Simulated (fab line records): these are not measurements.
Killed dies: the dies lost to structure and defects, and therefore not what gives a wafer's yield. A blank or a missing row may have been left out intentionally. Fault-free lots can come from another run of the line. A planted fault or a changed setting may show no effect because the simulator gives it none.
Check for tools in common -- flow n5-finfet -- Sample size 7 lots and 21 wafers

REASON IT WAS OPENED
At N5_BEOL_M5_CD_MEAS_11 the reading cd-nm is flagged on 2 of 7 lots. Fault-free wafers read 28.04 nm, with a standard deviation of 0.24.
Rule: a lot is flagged in two cases, either no wafer of it has a number, or all its wafers with numbers fall more than 4 standard deviations from that mean. All remaining lots are regarded as sound.

lot,measured,on,"cd-nm (nm), wafer by wafer",flag
L411,day 8 04:59,cd-sem-01,27.79 28.32 28.08,
L413,day 8 21:54,cd-sem-01,28.00 28.29 27.73,
L414,day 10 03:03,cd-sem-02,27.66 27.81 27.63,
L421,day 11 13:43,cd-sem-01,28.07 28.21 27.82,
L423,day 12 08:29,cd-sem-01,27.72 27.60 28.29,
L429,day 13 15:28,cd-sem-01,25.24 24.73 24.80,FLAGGED
L432,day 14 06:10,cd-sem-02,25.74 25.13 25.58,FLAGGED
The mean of the flagged lots' numbers is 25.20 nm, -2.84 nm from the usual (-12 standard deviations).

LOT BY LOT: THE TOOL USED
2 process steps preceding the reading are held in the record, out of 1938 steps in the route. Each cell gives the tool, then ch followed by the chambers the sampled wafers passed through, then the start.
lot,flag,N5_BEOL_M4_SPUTTER_94,N5_BEOL_M5_EXPOSE_08
L411,,"pvd-sputter-01, day 8 00:58","euv-scanner-02 ch 0, day 8 04:52"
L413,,"pvd-sputter-01, day 8 18:34","euv-scanner-02 ch 0, day 8 21:46"
L414,,"pvd-sputter-01, day 9 22:08","euv-scanner-01 ch 0, day 10 02:55"
L421,,"pvd-sputter-02, day 11 09:54","euv-scanner-01 ch 0, day 11 13:35"
L423,,"pvd-sputter-03, day 12 03:53","euv-scanner-02 ch 0, day 12 08:22"
L429,FLAGGED,"pvd-sputter-02, day 13 10:26","euv-scanner-01 ch 0, day 13 15:20"
L432,FLAGGED,"pvd-sputter-03, day 14 01:41","euv-scanner-01 ch 0, day 14 06:03"
What these steps do:
- N5_BEOL_M4_SPUTTER_94: material Cu, target thk 4.5 nm, time 8.29 s.
- N5_BEOL_M5_EXPOSE_08: exposes mask M5, target cd 28 nm.
- N5_BEOL_M5_CD_MEAS_11: target cd 27.74 nm.

FLAGGED OVER TOTAL, TOOL BY TOOL (the gauges that took the reading come last)
step,tool,lots run,flagged,share of the flagged lots,sound lots run after its first flagged lot
N5_BEOL_M4_SPUTTER_94,pvd-sputter-01,3,0,none,-
N5_BEOL_M4_SPUTTER_94,pvd-sputter-02,2,1,some,0
N5_BEOL_M4_SPUTTER_94,pvd-sputter-03,2,1,some,0
N5_BEOL_M5_EXPOSE_08,euv-scanner-01,4,2,all,0
N5_BEOL_M5_EXPOSE_08,euv-scanner-02,3,0,none,-
N5_BEOL_M5_CD_MEAS_11,cd-sem-01,5,1,some,0
N5_BEOL_M5_CD_MEAS_11,cd-sem-02,2,1,some,0

WHAT THE TABLE PERMITS
Rows of the table that ran each flagged lot: 1, that is euv-scanner-01 at N5_BEOL_M5_EXPOSE_08.
- euv-scanner-01 at N5_BEOL_M5_EXPOSE_08: 2 of its 4 lots flagged. A fault beginning between L421 (day 11 13:35), its last sound lot, and L429 (day 13 15:20), its first flagged one, fits the data. Its own readings (exposure-dose-mJ-cm2) fall more than 4 standard deviations out on all wafers of the flagged lots.
Left over: one tool, euv-scanner-01 at N5_BEOL_M5_EXPOSE_08.

WHAT THE SIMULATOR PUT IN
Drift in process parameters on euv-scanner-01 at N5_BEOL_M5_EXPOSE_08, starting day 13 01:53. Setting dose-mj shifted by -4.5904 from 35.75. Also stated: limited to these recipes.
Lots struck among those shown: L429, L432. The rule above reached the same finding.
